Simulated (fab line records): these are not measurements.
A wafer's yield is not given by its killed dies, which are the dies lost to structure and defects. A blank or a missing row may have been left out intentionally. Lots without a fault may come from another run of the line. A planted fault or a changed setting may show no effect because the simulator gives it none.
Lot-split experiment | flow n5Finfet | route with 1938 steps; 7 lots, 39 wafers read

## ABOUT THE SPLIT
At N5_FIN_SAQP_SPACER1_ALD_24 (deposits SiO2, target thk 20.3 nm, pulse time 1 s, purge time 2 s), the setting aldCycles was moved away from the recipe's 218 on 15 of the 39 wafers read, by -51.8% to +55.0%. For the rest of the wafers, this setting stayed at what the recipe calls for.

## FROM THE SPLIT TO THE READING: what the file shows between them, 2 steps
- N5_FIN_SAQP_SPACER1_ETCHBACK_25: etches SiO2 in CHF3/O2, target depth 24.4 nm, time 12.2 s
- N5_FIN_SAQP_MANDREL1_REMOVE_56: chemistry HBr/Cl2/O2, target a-Si, stops on SiNx, bt time 10 s

## THE READING
Shown in nm: cdNm at N5_FIN_SAQP_CD_MEAS_27, with target cd 20 nm. A value of 20.30 nm with a standard deviation of 0.23 nm is what fault-free wafers of this fab line usually give.

wafer  | tool, chamber at the split | aldCycles as run | against the recipe | cdNm, nm | against lot-mates on the recipe
L079.1 | aldSin-01, 2,0,3           | 218              | recipe             | 20.16    | -
L079.2 | aldSin-01, 2,0,3           | 218              | recipe             | 20.32    | -
L079.3 | aldSin-01, 2,0,3           | 218              | recipe             | 20.40    | -
L079.4 | aldSin-01, 1,2             | 292              | +33.9%             | 27.04    | +6.75
L079.5 | aldSin-01, 1,2             | 292              | +33.9%             | 27.39    | +7.10
L079.6 | aldSin-01, 3               | 292              | +33.9%             | 27.07    | +6.78
L083.1 | aldSin-04, 0               | 218              | recipe             | 19.94    | -
L083.5 | aldSin-04, 2,3             | 218              | recipe             | 20.30    | -
L083.6 | aldSin-04, 2,3             | 218              | recipe             | 20.03    | -
L084.1 | aldSin-01, 2               | 218              | recipe             | 19.80    | -
L084.2 | aldSin-01, 0,3             | 338              | +55.0%             | 31.11    | +10.95
L084.3 | aldSin-01, 1,3             | 218              | recipe             | 20.40    | -
L084.4 | aldSin-01, 1,3             | 218              | recipe             | 20.28    | -
L084.5 | aldSin-01, 2               | 338              | +55.0%             | 31.16    | +11.00
L084.6 | aldSin-01, 0,3             | 338              | +55.0%             | 31.29    | +11.13
L087.1 | aldSin-01, 0,3,2,1         | 218              | recipe             | 20.19    | -
L087.2 | aldSin-01, 0,3,2,1         | 218              | recipe             | 20.19    | -
L087.3 | aldSin-01, 1,2             | 218              | recipe             | 20.53    | -
L087.4 | aldSin-01, 0,3,2,1         | 218              | recipe             | 20.22    | -
L087.5 | aldSin-01, 0,3,2,1         | 218              | recipe             | 20.48    | -
L087.6 | aldSin-01, 1,2             | 218              | recipe             | 20.19    | -
L090.1 | aldSin-04, 1,0,2           | 218              | recipe             | 20.14    | -
L090.2 | aldSin-04, 2,1             | 105              | -51.8%             | 9.73     | -10.47
L090.3 | aldSin-04, 3               | 105              | -51.8%             | 9.68     | -10.52
L090.4 | aldSin-04, 1,0,2           | 218              | recipe             | 19.97    | -
L090.5 | aldSin-04, 2,1             | 105              | -51.8%             | 9.62     | -10.58
L090.6 | aldSin-04, 1,0,2           | 218              | recipe             | 20.50    | -
L092.1 | aldSin-02, 0,3             | 144              | -33.9%             | 13.48    | -6.63
L092.2 | aldSin-02, 1,0             | 218              | recipe             | 20.19    | -
L092.3 | aldSin-02, 2               | 218              | recipe             | 20.06    | -
L092.4 | aldSin-02, 0,3             | 144              | -33.9%             | 13.34    | -6.77
L092.5 | aldSin-02, 1,0             | 218              | recipe             | 20.07    | -
L092.6 | aldSin-02, 3               | 144              | -33.9%             | 13.31    | -6.80
L097.1 | aldSin-04, 0,2             | 315              | +44.5%             | 29.30    | +8.77
L097.2 | aldSin-04, 1               | 218              | recipe             | 20.68    | -
L097.3 | aldSin-04, 0,2             | 315              | +44.5%             | 29.47    | +8.94
L097.4 | aldSin-04, 3               | 218              | recipe             | 20.67    | -
L097.5 | aldSin-04, 0               | 315              | +44.5%             | 29.31    | +8.78
L097.6 | aldSin-04, 1               | 218              | recipe             | 20.24    | -
If several chambers appear in one row, that row covers several wafers at once and the file leaves open which wafer was in which chamber.

FIT RESULTS
A straight line over all 39 wafers: cdNm changes by +0.202 nm for each +1% of aldCycles; r = +1.00; the points scatter about the line by 0.2 nm.
The same after taking each lot's own level away (the mean of its wafers on the recipe; 39 wafers): +0.201 nm for each +1%; r = +1.00; scatter 0.16 nm.
Per that fit: largest aldCycles move, reading shift of 11 nm.
The span of the lots' own levels, 20.090 to 20.530 nm, comes to 1.9 times the standard deviation stated above.
The two slopes agree, so the slope changes little with the lot-to-lot level.
Check: with one of the wafers moved furthest among these (+55.0%) left out of the fit, the line predicts +11.1 nm for it against its lot-mates. Against them it came out at +10.9 nm.

## THE WHOLE CHAIN: every reading that the file lists as answering this split, in the file's order
step                           | what it does                                                      | reading                                                                                | change (the file's fit)               | r (the file's)
N5_FIN_SAQP_SPACER1_ALD_24     | deposits SiO2, target thk 20.3 nm, pulse time 1 s, purge time 2 s | SiO2_of_FIN_SAQP_SPACER1_ALD_24.thkNm (the simulator's own value, which no gauge read) | +0.202 nm for each +1% of the setting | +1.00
N5_FIN_SAQP_MANDREL1_REMOVE_56 | chemistry HBr/Cl2/O2, target a-Si, stops on SiNx, bt time 10 s    | FIN_SAQP.cdNm (the simulator's own value, which no gauge read)                         | +0.201 nm for each +1% of the setting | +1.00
N5_FIN_SAQP_CD_MEAS_27         | target cd 20 nm                                                   | cdNm                                                                                   | +0.201 nm for each +1% of the setting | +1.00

## THE FILE'S OWN FIT
cdNm changes by +0.201 nm for each +1% of aldCycles, r = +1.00.
